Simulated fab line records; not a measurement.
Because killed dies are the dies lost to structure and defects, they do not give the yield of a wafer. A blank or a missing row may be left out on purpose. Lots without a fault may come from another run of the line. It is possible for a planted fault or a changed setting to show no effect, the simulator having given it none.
fab line records	flow nand-harc	part 1 of 2: steps 1 to 18 of 28
record lots=5	wafers=15	last-day=34
route steps=1302 shown A_CONTACT@1080 A_BLC@1107
lots that met no fault: from a run of the same line without faults
start-h: hours from the record's opening day to when the first of the lot's shown wafers began	wait-h: hours since the lot's step before	" the same as in the row above	L1.1+2: one row covering several wafers at once	- no value present, or no start provided	* or withheld: withheld	< > ~ a bound
route shown NAME@n: a module of which the file shows steps, and the number in the route of the first	usual: mean and standard deviation over wafers with no fault	same: alike in all rows	chamber/n: place in a boat	sites: readings site by site	_std_site: the values' standard deviation	_edge_site: the outer-site mean with the inner-site mean subtracted	radius-mm: for every site, how far away it sits from the centre of the wafer	mask NAME#n: copy n	behind: tool/chamber where the wafer was last shaped	hold: reason for holding the lot/hours on hold/outcome of the hold	device: transistor that didn't switch, given as n, p or np	end of line: the route-end tests of the same wafers	a step without rows: its recipe alone	killed: count of dies lost to structure and defects at first sort (not the wafer's yield)	map: a wafer's dies, marking killed ones x, the rest . and places with no die _
set.NAME: setting as actually run; set.NAME@STEP: the setting as run at that earlier step	model.NAME: the simulator's own value behind a step, which no gauge read
lots at some steps of the route; a table a step, a row a wafer
services: from which hour (start-h, from the record's first day; less than 0 if before it) a tool's chamber was out of use, for how many hours, and why
## steps
# step NHARC_A_CONTACT_INSPECT_10
# usual raw-defect-count=87/33
lot.wafer	tool	chamber	start-h	wait-h	raw-defect-count
L078.1	defect-inspect-02	-	550.77	0.0	94
L078.3	"	-	"	"	96
L078.6	"	-	"	"	109
L085.2	defect-inspect-01	-	614.03	0.0	111
L085.4	"	-	"	"	102
L085.6	"	-	"	"	102
L092.3	defect-inspect-02	-	682.24	0.0	35
L092.4	"	-	"	"	39
L092.6	"	-	"	"	25
L096.2	defect-inspect-01	-	748.31	0.0	80
L096.3	"	-	"	"	91
L096.5	"	-	"	"	97
L097.3	defect-inspect-01	-	749.92	0.0	88
L097.4	"	-	"	"	95
L097.6	"	-	"	"	92
# step NHARC_A_CONTACT_DESCUM_13
# recipe time-s=3	o2-flow-sccm=200	ar-flow-sccm=0	bias-power-w=0	chemistry=O2
# usual drypump-motor-current-A=5.9/0.51	oes-product-au=0.999/0.012	rf-vpp-V=57.9/0.9	showerhead-plenum-p-Torr=1.94/0.1	throttle-valve-pct=11.310/0.0085
lot.wafer	tool	chamber	start-h	wait-h	drypump-motor-current-A	oes-product-au	rf-hours-counter-h	rf-vpp-V	showerhead-plenum-p-Torr	throttle-valve-pct
L078.1	rie-diel-09	3	550.84	0.1	5.7	1.004	6	58.3	1.89	11.311
L078.3	"	2	"	"	6.0	0.995	6	59.8	2.07	11.312
L078.6	"	2	"	"	6.0	0.987	-	59.3	2.07	11.312
L085.2	rie-diel-08	3	614.09	0.1	6.2	1.002	20	59.0	2.03	11.313
L085.4	"	0	"	"	4.9	1.001	19	59.0	2.05	11.331
L085.6	"	3	"	"	6.3	0.996	-	56.5	2.03	11.297
L092.4	rie-diel-11	3	682.31	0.1	6.1	1.000	21	58.6	1.91	11.314
L092.3	"	0	"	"	6.2	0.992	19	57.9	2.07	11.310
L092.6	"	2	"	"	6.6	0.983	-	59.2	1.85	11.285
L096.3	rie-diel-09	1	748.38	0.1	6.3	1.006	12	57.4	1.79	11.317
L096.2	"	3	"	"	5.7	0.973	8	57.7	1.88	11.307
L096.5	"	1	"	"	6.3	0.994	-	58.2	1.80	11.319
L097.3	rie-diel-09	0	750.00	0.1	5.2	1.008	12	58.0	2.02	11.291
L097.4	"	1	"	"	6.3	1.008	13	58.3	1.79	11.314
L097.6	"	2	"	"	6.0	0.984	-	58.7	2.06	11.320
# step NHARC_A_CONTACT_ETCH_88
# recipe target-depth-a=390	over-etch-frac=0.3	time-s=65	ion-energy-ev=80	cf4-flow-sccm=150	ar-flow-sccm=0	rf-w=300	bias-w=100	chemistry=CF4
# usual drypump-motor-current-A=5.9/0.5	oes-product-au=1.000/0.011	rf-vpp-V=151.5/1.4	showerhead-plenum-p-Torr=1.79/0.087	throttle-valve-pct=13.284/0.0091
lot.wafer	tool	chamber	start-h	wait-h	drypump-motor-current-A	oes-product-au	rf-hours-counter-h	rf-vpp-V	showerhead-plenum-p-Torr	throttle-valve-pct
L078.1	rie-diel-09	2	550.94	0.1	6.0	0.993	6	153.1	1.91	13.280
L078.3	"	3	"	"	5.7	0.997	6	150.8	1.75	13.276
L078.6	"	3	"	"	5.7	1.005	-	151.3	1.75	13.293
L085.2	rie-diel-08	2	614.18	0.1	5.5	1.011	18	150.2	1.77	13.287
L085.4	"	0	"	"	4.8	0.985	19	152.1	1.88	13.299
L085.6	"	3	"	"	6.3	0.985	-	152.0	1.87	13.279
L092.4	rie-diel-11	2	682.39	0.1	6.6	0.990	22	150.8	1.72	13.288
L092.3	"	0	"	"	6.2	0.990	19	155.0	1.90	13.274
L092.6	"	2	"	"	6.6	0.987	-	150.7	1.72	13.293
L096.3	rie-diel-09	1	748.46	0.1	6.4	1.004	12	151.1	1.67	13.282
L096.2	"	3	"	"	5.7	0.984	8	149.8	1.74	13.279
L096.5	"	1	"	"	6.3	1.004	-	150.5	1.67	13.287
L097.3	rie-diel-09	0	750.07	0.1	5.2	0.979	12	153.4	1.86	13.287
L097.4	"	2	"	"	6.0	0.984	11	152.9	1.90	13.283
L097.6	"	1	"	"	6.3	0.999	-	151.3	1.67	13.284
# step NHARC_A_CONTACT_ETCH_89
# recipe target-depth-a=2600	over-etch-frac=0.3	time-s=475.3	ion-energy-ev=200	n2-flow-sccm=150	h2-flow-sccm=150	ar-flow-sccm=0	rf-w=400	bias-w=150	chemistry=N2/H2
# usual drypump-motor-current-A=5.9/0.49	h2-flow-sccm=150.0/0.43	oes-product-au=1.000/0.011	rf-vpp-V=431/3.1	showerhead-plenum-p-Torr=2.06/0.11	throttle-valve-pct=14.171/0.0088
lot.wafer	tool	chamber	start-h	wait-h	drypump-motor-current-A	h2-flow-sccm	oes-product-au	rf-hours-counter-h	rf-vpp-V	showerhead-plenum-p-Torr	throttle-valve-pct
L078.1	rie-diel-09	0	-	-	5.2	149.7	1.024	6	435	2.17	14.163
L078.3	"	2	"	"	6.0	150.1	0.997	7	435	2.22	14.177
L078.6	"	3	"	"	5.7	150.1	1.004	-	429	2.01	14.192
L085.2	rie-diel-08	0	-	-	4.8	150.7	0.992	19	435	2.19	14.172
L085.4	"	3	"	"	6.3	149.8	0.993	21	435	2.16	14.182
L085.6	"	0	"	"	4.9	150.5	0.998	-	433	2.19	14.157
L092.4	rie-diel-11	2	-	-	6.6	150.5	0.986	22	428	1.97	14.180
L092.3	"	1	"	"	6.2	149.8	1.003	20	429	1.96	14.168
L092.6	"	2	"	"	6.6	150.8	0.983	-	429	1.97	14.185
L096.2	rie-diel-09	0	-	-	5.2	150.0	1.000	11	435	2.16	14.164
L096.3	"	2	"	"	6.0	149.7	0.989	11	436	2.20	14.191
L096.5	"	1	"	"	6.3	149.8	1.012	-	427	1.91	14.169
L097.3	rie-diel-09	2	-	-	6.0	149.7	0.984	11	436	2.20	14.176
L097.4	"	3	"	"	5.7	149.7	0.978	9	429	2.00	14.161
L097.6	"	2	"	"	6.0	149.2	1.002	-	435	2.20	14.157
# step NHARC_A_CONTACT_ETCH_30
# recipe target-depth-a=726	time-s=36.3	cf4-flow-sccm=100	chf3-flow-sccm=30	ar-flow-sccm=0	rf-w=500	bias-w=200	chemistry=CF4/CHF3
# usual drypump-motor-current-A=5.9/0.48	oes-product-au=0.932/0.018	rf-vpp-V=371.3/2.6	showerhead-plenum-p-Torr=1.59/0.078	throttle-valve-pct=16.802/0.0094
lot.wafer	tool	chamber	start-h	wait-h	drypump-motor-current-A	oes-product-au	rf-hours-counter-h	rf-vpp-V	showerhead-plenum-p-Torr	throttle-valve-pct
L078.1	rie-diel-09	2	-	-	6.0	0.935	7	374.2	1.70	16.803
L078.3	"	0	"	"	5.2	0.946	6	375.1	1.67	16.802
L078.6	"	2	"	"	6.0	0.923	-	374.1	1.70	16.808
L085.2	rie-diel-08	1	-	-	6.5	0.995	15	369.7	1.52	16.808
L085.4	"	3	"	"	6.3	0.959	21	372.7	1.66	16.808
L085.6	"	2	"	"	5.5	0.989	-	371.1	1.57	16.804
L092.3	rie-diel-11	1	-	-	6.1	0.927	20	369.2	1.51	16.788
L092.4	"	3	"	"	6.1	0.914	22	369.8	1.57	16.787
L092.6	"	0	"	"	6.2	0.915	-	374.4	1.69	16.804
L096.3	rie-diel-09	1	-	-	6.3	0.930	12	367.2	1.48	16.799
L096.2	"	2	"	"	6.0	0.905	11	374.1	1.69	16.796
L096.5	"	1	"	"	6.3	0.930	-	367.9	1.48	16.802
L097.4	rie-diel-09	0	-	-	5.1	0.907	12	372.8	1.66	16.805
L097.3	"	1	"	"	6.3	0.938	13	367.6	1.48	16.786
L097.6	"	3	"	"	5.6	0.907	-	369.7	1.54	16.806
# step NHARC_A_CONTACT_ETCH_31
# recipe target-depth-a=28000	over-etch-frac=0.3	time-s=728	ion-energy-ev=150	o2-flow-sccm=400	cos-flow-sccm=20	ar-flow-sccm=0	rf-w=500	bias-w=300	chemistry=O2/COS
# usual cos-flow-sccm=20.00/0.062	drypump-motor-current-A=5.9/0.5	oes-product-au=1.001/0.011	rf-vpp-V=314.7/2.3	showerhead-plenum-p-Torr=3.16/0.15	throttle-valve-pct=28.330/0.0086
lot.wafer	tool	chamber	start-h	wait-h	cos-flow-sccm	drypump-motor-current-A	oes-product-au	rf-hours-counter-h	rf-vpp-V	showerhead-plenum-p-Torr	throttle-valve-pct
L078.1	rie-diel-09	0	-	-	20.00	5.1	1.014	6	314.8	3.30	28.321
L078.3	"	2	"	"	20.03	6.0	1.003	7	317.0	3.37	28.332
L078.6	"	0	"	"	20.00	5.2	1.019	-	316.9	3.30	28.331
L085.2	rie-diel-08	0	-	-	19.89	4.8	0.994	20	316.8	3.33	28.332
L085.4	"	3	"	"	20.00	6.3	0.995	21	315.9	3.30	28.319
L085.6	"	1	"	"	20.04	6.5	1.007	-	312.4	3.02	28.313
L092.3	rie-diel-11	3	-	-	20.14	6.1	1.003	22	314.9	3.12	28.344
L092.4	"	0	"	"	19.94	6.2	0.987	19	317.3	3.36	28.327
L092.6	"	2	"	"	20.05	6.6	0.980	-	314.1	3.03	28.319
L096.2	rie-diel-09	2	-	-	19.98	6.0	0.982	11	316.9	3.35	28.338
L096.3	"	3	"	"	20.09	5.7	0.975	9	313.9	3.06	28.330
L096.5	"	1	"	"	19.96	6.3	1.013	-	312.7	2.94	28.330
L097.3	rie-diel-09	1	-	-	19.91	6.4	1.008	13	311.7	2.94	28.332
L097.4	"	2	"	"	20.00	6.0	0.991	12	317.8	3.35	28.334
L097.6	"	1	"	"	19.90	6.4	1.011	-	311.4	2.94	28.332
# step NHARC_A_CONTACT_ETCH_134
# recipe source-w=withheld	pressure-mtorr=20	bias-v=withheld	time-s=140	target-depth-a=7000	ar-flow-sccm=withheld	c4f8-flow-sccm=withheld	o2-flow-sccm=withheld	chemistry=C4F8/O2/Ar
lot.wafer	tool	chamber	start-h	wait-h	rf-hours-counter-h
L078.1	har-cap-etch-03	1	552.17	-	48
L078.3	"	0	"	"	-
L078.6	"	0	"	"	-
L085.2	har-cap-etch-01	1	615.22	-	19
L085.4	"	1	"	"	-
L085.6	"	1	"	"	-
L092.3	har-cap-etch-01	1	683.56	-	-
L092.4	"	0	"	"	-
L092.6	"	0	"	"	-
L096.2	har-cap-etch-01	1	749.53	-	43
L096.3	"	0	"	"	-
L096.5	"	0	"	"	-
L097.4	har-cap-etch-02	0	751.17	-	-
L097.3	"	1	"	"	-
L097.6	"	1	"	"	-
# step NHARC_A_CONTACT_ETCH_135
# recipe source-w=withheld	pressure-mtorr=20	bias-v=1200	time-s=311	target-depth-a=19120	ar-flow-sccm=withheld	c4f8-flow-sccm=withheld	o2-flow-sccm=withheld	chemistry=C4F8/O2/Ar
lot.wafer	tool	chamber	start-h	wait-h	rf-hours-counter-h
L078.1	har-cap-etch-03	1	552.44	0.2	48
L078.3	"	0	"	"	-
L078.6	"	0	"	"	-
L085.2	har-cap-etch-01	1	615.42	0.2	19
L085.4	"	1	"	"	-
L085.6	"	1	"	"	-
L092.3	har-cap-etch-01	1	683.79	0.2	-
L092.4	"	0	"	"	-
L092.6	"	0	"	"	-
L096.2	har-cap-etch-01	1	749.74	0.2	43
L096.3	"	0	"	"	-
L096.5	"	0	"	"	-
L097.4	har-cap-etch-02	0	751.39	0.2	-
L097.3	"	1	"	"	-
L097.6	"	1	"	"	-
# step NHARC_A_CONTACT_ETCH_136
# recipe source-w=withheld	pressure-mtorr=20	bias-v=1200	time-s=311	target-depth-a=19120	ar-flow-sccm=withheld	c4f8-flow-sccm=withheld	o2-flow-sccm=withheld	chemistry=C4F8/O2/Ar
lot.wafer	tool	chamber	start-h	wait-h	rf-hours-counter-h
L078.1	har-cap-etch-03	1	552.71	0.2	48
L078.3	"	0	"	"	-
L078.6	"	0	"	"	-
L085.2	har-cap-etch-01	1	615.69	0.2	19
L085.4	"	1	"	"	-
L085.6	"	1	"	"	-
L092.3	har-cap-etch-01	1	684.06	0.2	-
L092.4	"	0	"	"	-
L092.6	"	0	"	"	-
L096.2	har-cap-etch-01	1	750.01	0.2	43
L096.3	"	0	"	"	-
L096.5	"	0	"	"	-
L097.4	har-cap-etch-02	0	751.67	0.2	-
L097.3	"	1	"	"	-
L097.6	"	1	"	"	-
# step NHARC_A_CONTACT_ETCH_137
# recipe source-w=withheld	pressure-mtorr=20	bias-v=1200	time-s=311	target-depth-a=19120	ar-flow-sccm=withheld	c4f8-flow-sccm=withheld	o2-flow-sccm=withheld	chemistry=C4F8/O2/Ar
lot.wafer	tool	chamber	start-h	wait-h	rf-hours-counter-h
L078.1	har-cap-etch-03	1	552.98	0.2	49
L078.3	"	0	"	"	-
L078.6	"	0	"	"	-
L085.2	har-cap-etch-01	1	615.97	0.2	19
L085.4	"	1	"	"	-
L085.6	"	1	"	"	-
L092.3	har-cap-etch-01	1	684.33	0.2	-
L092.4	"	0	"	"	-
L092.6	"	0	"	"	-
L096.2	har-cap-etch-01	1	750.28	0.2	43
L096.3	"	0	"	"	-
L096.5	"	0	"	"	-
L097.4	har-cap-etch-02	0	751.94	0.2	-
L097.3	"	1	"	"	-
L097.6	"	1	"	"	-
# step NHARC_A_CONTACT_ETCH_138
# recipe source-w=withheld	pressure-mtorr=20	bias-v=1200	time-s=311	target-depth-a=19140	ar-flow-sccm=withheld	c4f8-flow-sccm=withheld	o2-flow-sccm=withheld	chemistry=C4F8/O2/Ar
lot.wafer	tool	chamber	start-h	wait-h	rf-hours-counter-h
L078.1	har-cap-etch-03	1	553.34	0.3	49
L078.3	"	0	"	"	-
L078.6	"	0	"	"	-
L085.2	har-cap-etch-01	1	616.24	0.2	19
L085.4	"	1	"	"	-
L085.6	"	1	"	"	-
L092.3	har-cap-etch-01	1	684.60	0.2	-
L092.4	"	0	"	"	-
L092.6	"	0	"	"	-
L096.2	har-cap-etch-01	1	750.55	0.2	44
L096.3	"	0	"	"	-
L096.5	"	0	"	"	-
L097.4	har-cap-etch-02	0	752.21	0.2	-
L097.3	"	1	"	"	-
L097.6	"	1	"	"	-
# step NHARC_A_CONTACT_ETCH_139
# recipe source-w=withheld	pressure-mtorr=20	bias-v=400	time-s=195	target-depth-a=8400	ar-flow-sccm=withheld	c4f8-flow-sccm=11.5	o2-flow-sccm=7.2	chemistry=C4F8/O2/Ar
lot.wafer	tool	chamber	start-h	wait-h	rf-hours-counter-h
L078.1	har-cap-etch-03	1	553.70	0.3	49
L078.3	"	0	"	"	-
L078.6	"	0	"	"	-
L085.2	har-cap-etch-01	1	616.51	0.2	20
L085.4	"	1	"	"	-
L085.6	"	1	"	"	-
L092.3	har-cap-etch-01	1	684.87	0.2	-
L092.4	"	0	"	"	-
L092.6	"	0	"	"	-
L096.2	har-cap-etch-01	1	750.82	0.2	44
L096.3	"	0	"	"	-
L096.5	"	0	"	"	-
L097.4	har-cap-etch-02	0	752.48	0.2	-
L097.3	"	1	"	"	-
L097.6	"	1	"	"	-
# step NHARC_A_CONTACT_ETCH_92
# recipe target-depth-a=400	over-etch-frac=0.5	time-s=85.7	ion-energy-ev=120	ch3f-flow-sccm=50	o2-flow-sccm=30	ar-flow-sccm=200	rf-w=500	bias-w=100	chemistry=CH3F/O2
# usual drypump-motor-current-A=5.9/0.5	oes-product-au=0.95/0.034	rf-vpp-V=244.9/2	showerhead-plenum-p-Torr=2.50/0.13	throttle-valve-pct=20.665/0.0099
lot.wafer	tool	chamber	start-h	wait-h	drypump-motor-current-A	oes-product-au	rf-hours-counter-h	rf-vpp-V	showerhead-plenum-p-Torr	throttle-valve-pct
L078.1	rie-diel-08	3	554.35	0.6	6.3	0.99	0	245.1	2.61	20.665
L078.3	"	2	"	"	5.5	1.00	0	244.3	2.46	20.673
L078.6	"	0	"	"	4.8	0.99	-	246.4	2.63	20.682
L085.2	rie-diel-08	0	617.07	0.5	4.9	0.92	20	247.4	2.63	20.671
L085.4	"	1	"	"	6.5	0.94	16	241.7	2.37	20.664
L085.6	"	0	"	"	4.9	0.93	-	246.3	2.62	20.667
L092.4	rie-diel-09	3	685.35	0.4	5.7	0.98	0	243.1	2.42	20.678
L092.3	"	0	"	"	5.1	0.99	0	246.6	2.60	20.663
L092.6	"	3	"	"	5.7	0.98	-	243.2	2.42	20.662
L096.2	rie-diel-08	1	751.35	0.5	6.5	0.93	6	242.3	2.36	20.666
L096.3	"	3	"	"	6.3	0.92	4	246.6	2.59	20.659
L096.5	"	1	"	"	6.5	0.92	-	242.5	2.35	20.671
L097.3	rie-diel-08	0	752.96	0.4	4.8	0.92	4	246.1	2.61	20.681
L097.4	"	1	"	"	6.5	0.94	6	243.7	2.36	20.651
L097.6	"	3	"	"	6.3	0.93	-	245.4	2.59	20.677
# step NHARC_A_CONTACT_ETCH_98
# recipe target-depth-a=200	over-etch-frac=0.5	time-s=10	ion-energy-ev=250	c4f6-flow-sccm=25	o2-flow-sccm=20	ar-flow-sccm=500	rf-w=600	bias-w=500	chemistry=C4F6/O2
# usual drypump-motor-current-A=5.8/0.52	oes-product-au=0.964/0.026	rf-vpp-V=548/3.8	showerhead-plenum-p-Torr=3.99/0.18	throttle-valve-pct=26.903/0.0088
lot.wafer	tool	chamber	start-h	wait-h	drypump-motor-current-A	oes-product-au	rf-hours-counter-h	rf-vpp-V	showerhead-plenum-p-Torr	throttle-valve-pct
L078.1	rie-diel-08	0	-	-	4.9	1.003	0	553	4.19	26.904
L078.3	"	2	"	"	5.5	1.004	0	548	3.93	26.925
L078.6	"	3	"	"	6.3	0.997	-	551	4.15	26.898
L085.4	rie-diel-08	2	-	-	5.5	0.944	19	547	3.92	26.898
L085.2	"	1	"	"	6.5	0.963	16	546	3.80	26.907
L085.6	"	3	"	"	6.3	0.930	-	552	4.14	26.891
L092.3	rie-diel-09	3	-	-	5.7	0.972	0	545	3.86	26.899
L092.4	"	2	"	"	6.0	0.987	0	552	4.21	26.904
L092.6	"	3	"	"	5.7	0.972	-	547	3.86	26.890
L096.2	rie-diel-08	2	-	-	5.5	0.950	6	546	3.89	26.905
L096.3	"	0	"	"	4.9	0.928	4	551	4.15	26.901
L096.5	"	2	"	"	5.5	0.957	-	547	3.89	26.907
L097.4	rie-diel-08	0	-	-	4.8	0.945	4	551	4.15	26.904
L097.3	"	3	"	"	6.3	0.942	4	552	4.12	26.893
L097.6	"	1	"	"	6.5	0.942	-	545	3.77	26.902
# step NHARC_A_CONTACT_CD_MEAS_15
# usual cd-nm=190.0/0.65
lot.wafer	tool	chamber	start-h	wait-h	cd-nm
L078.1	cd-sem-03	-	554.57	-	190.1
L078.3	"	-	"	"	189.0
L078.6	"	-	"	"	190.3
L085.2	cd-sem-03	-	617.29	-	190.8
L085.4	"	-	"	"	190.5
L085.6	"	-	"	"	191.2
L092.3	cd-sem-02	-	685.56	-	189.4
L092.4	"	-	"	"	190.1
L092.6	"	-	"	"	189.9
L096.2	cd-sem-01	-	751.57	-	190.3
L096.3	"	-	"	"	190.3
L096.5	"	-	"	"	189.8
L097.3	cd-sem-01	-	753.17	-	190.3
L097.4	"	-	"	"	190.1
L097.6	"	-	"	"	190.6
# step NHARC_A_CONTACT_STRIP_107
# recipe n2-flow-sccm=150	h2-flow-sccm=150	ar-flow-sccm=0	bias-w=0	chemistry=N2/H2
lot.wafer	tool	chamber	start-h	wait-h
L078.1+3+6	rie-diel-08	0,1,2	554.67	0.1
L085.2+4+6	rie-diel-08	1,2,3	617.38	0.1
L092.4+3+6	rie-diel-11	3,1,3	685.64	0.1
L096.2+3+5	rie-diel-11	0,2,1	751.64	0.1
L097.4+3+6	rie-diel-11	1,2,0	753.25	0.1
# step NHARC_A_CONTACT_STRIP_108
# recipe cf4-flow-sccm=100	chf3-flow-sccm=30	ar-flow-sccm=0	bias-w=0	chemistry=CF4/CHF3
lot.wafer	tool	chamber	start-h	wait-h
L078.1+3+6	rie-diel-08	0,2,3	554.74	0.1
L085.2+4+6	rie-diel-08	1,3,2	617.46	0.1
L092.4+3+6	rie-diel-11	2,0,1	685.73	0.1
L096.2+3+5	rie-diel-11	0,1,0	751.73	0.1
L097.3+4+6	rie-diel-11	0,1,3	753.33	0.1
# step NHARC_A_CONTACT_STRIP_109
# recipe o2-flow-sccm=400	cos-flow-sccm=20	ar-flow-sccm=0	bias-w=0	chemistry=O2/COS
lot.wafer	tool	chamber	start-h	wait-h
L078.1+3+6	rie-diel-08	0,2,1	554.80	0.1
L085.2+4+6	rie-diel-08	1,0,1	617.52	0.1
L092.3+4+6	rie-diel-11	1,2,1	685.79	0.1
L096.2+3+5	rie-diel-11	1,3,1	751.80	0.1
L097.3+4+6	rie-diel-11	2,3,3	753.39	0.1
